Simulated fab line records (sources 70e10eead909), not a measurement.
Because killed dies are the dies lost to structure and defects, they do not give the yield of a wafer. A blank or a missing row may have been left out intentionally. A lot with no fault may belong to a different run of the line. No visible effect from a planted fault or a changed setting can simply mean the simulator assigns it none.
Struck lot and sound lot, side by side | flow nand-harc | 19 out of 1302 route steps
Sound: wafers L284.1, L284.2, L284.5. The struck wafers were L277.3, L277.4, L277.5. The cause is given at the end.
For every step that has rows: the tool of each side, followed by ch and its chambers, followed by its first start. Under that, the readings that differ: sound wafers | struck wafers | difference of the means | sigmas: that difference in standard deviations of wafers without a fault.
alike: words and numbers the same on both sides, and readings whose means are apart by under 2 such deviations; not compared: readings that were withheld, readings missing a value for some wafer, numbers with overlapping values and no deviation given by the record, and bounds like >300 which may hide the same value.
A row with sigmas, a row that says differs or no value, or rows on one side alone: a step with any of these is where the two part. Numbers that have no deviation but don't overlap get no sigmas and don't part them. A reading that every wafer of one side lacks parts them only if that side has two wafers or more.

NHARC_A_CHANNEL_HOLE_D2_ETCH_21: etches the open film in C4F8/O2/Ar, time 514.3 s, target depth 1600 nm.
  sound on har-etch-02 ch 0,1, day 20 21:07; struck on har-etch-02 ch 0,1, day 18 05:05
  alike: drypump-motor-current-A, showerhead-plenum-p-Torr, throttle-valve-pct
  not compared: rf-hours-counter-h
NHARC_A_CHANNEL_HOLE_D2_ETCH_22: etches the open film in C4F8/O2/Ar, time 666.7 s, target depth 1600 nm.
  sound on har-etch-02 ch 0,1, day 20 21:34; struck on har-etch-02 ch 0,1, day 18 05:34
  alike: drypump-motor-current-A, showerhead-plenum-p-Torr, throttle-valve-pct
  not compared: rf-hours-counter-h
NHARC_A_CHANNEL_HOLE_D2_ETCH_23: etches the open film in C4F8/O2/Ar, time 819 s, target depth 1600 nm.
  sound on har-etch-02 ch 0,1, day 20 22:08; struck on har-etch-02 ch 0,1, day 18 06:11
  alike: drypump-motor-current-A, showerhead-plenum-p-Torr, throttle-valve-pct
  not compared: rf-hours-counter-h
then, 7 steps without rows for these wafers: NHARC_A_CHANNEL_HOLE_D2_ETCH_24 (etches the open film in C4F8/O2/Ar, time 906.2 s, target depth 1500 nm); NHARC_A_CHANNEL_HOLE_D2_ETCH_25 (etches the open film in C4F8/O2/Ar, time 1040.2 s, target depth 1500 nm); NHARC_A_CHANNEL_HOLE_D2_ETCH_26 (etches the open film in C4F8/O2/Ar, time 224.1 s, target depth 300 nm); NHARC_A_CHANNEL_HOLE_D2_ETCH_27 (etches the open film in C4F8/O2/Ar, time 90 s, target depth 400 nm); NHARC_A_CHANNEL_HOLE_D2_STRIP_41 (strips in N2/H2); NHARC_A_CHANNEL_HOLE_D2_STRIP_42 (strips in CF4/CHF3); NHARC_A_CHANNEL_HOLE_D2_STRIP_43 (strips in O2/COS).
NHARC_A_CHANNEL_HOLE_D2_ETCH_44: etches the open film in CF4/O2, target depth 140 nm, overetch 14 nm, time 77 s.
  sound on rie-diel-03 ch 1,2, day 21 01:25; struck on rie-diel-03 ch 2,3, day 18 09:14
  alike: drypump-motor-current-A, oes-product-au, rf-vpp-V, showerhead-plenum-p-Torr, throttle-valve-pct
  not compared: rf-hours-counter-h
NHARC_A_CHANNEL_HOLE_D2_STRIP_28: strips in O2.
  sound: rie-diel-03 ch 1,3; struck: rie-diel-03 ch 2,3
  reading               | sound             | struck            | difference | sigmas
  oes-product-au (a.u.) | 0.985 0.979 0.986 | 1.012 1.010 1.006 | +0.026     | +2
  alike: drypump-motor-current-A, rf-vpp-V, showerhead-plenum-p-Torr, throttle-valve-pct
  not compared: rf-hours-counter-h
NHARC_A_CHANNEL_HOLE_D2_PRECLEAN_29: cleans in SC1.
  sound on wet-bench-06 ch 0,4,5, day 21 02:04; struck on wet-bench-06 ch 3,6,7, day 18 09:53
  alike: bath-heat-duty-pct
next, for these wafers, 1 step has no rows: NHARC_A_CHANNEL_HOLE_D2_SRD_30.
NHARC_A_CHANNEL_HOLE_D2_CD_MEAS_31:
  sound on cd-sem-01, day 21 02:12; struck on cd-sem-03, day 18 10:01
  alike: cd-nm
next, for these wafers, 1 step has no rows: NHARC_A_CHANNEL_HOLE_D2_XSEM_32.
NHARC_A_CHANNEL_HOLE_D2_INSPECT_40:
  sound on defect-inspect-01, day 21 02:23; struck on defect-inspect-02, day 18 10:13
  reading          | sound       | struck         | difference | sigmas
  raw-defect-count | 286 369 265 | 1086 1085 1027 | +759       | +10
then, 1 step without rows for these wafers: NHARC_A_CHANNEL_FILL_D2_PRECLEAN_00 (cleans in SC1).
-- the record jumps here: 11 days lie between the struck wafers' starts before and after (it left off in module A_CHANNEL_FILL_D2 and takes up again in module END, whose first step shown is number 1302 of the route) --
NHARC_END_SORT_01:
  sound on prober-01 ch 0, day 32 18:20; struck on prober-01 ch 0, day 29 08:22
  reading         | sound    | struck    | difference | sigmas
  killed-at-array | 30 26 33 | 94 140 83 | +76        | +4
  killed-dies     | 34 35 38 | 98 143 88 | +74        | +4
  alike: killed-at-other, killed-at-periphery, killed-open, killed-short

== WHERE THEY PART ==
First at NHARC_A_CHANNEL_HOLE_D2_STRIP_28; last, within this record, at NHARC_END_SORT_01.

WHY: what had been put in by the simulator
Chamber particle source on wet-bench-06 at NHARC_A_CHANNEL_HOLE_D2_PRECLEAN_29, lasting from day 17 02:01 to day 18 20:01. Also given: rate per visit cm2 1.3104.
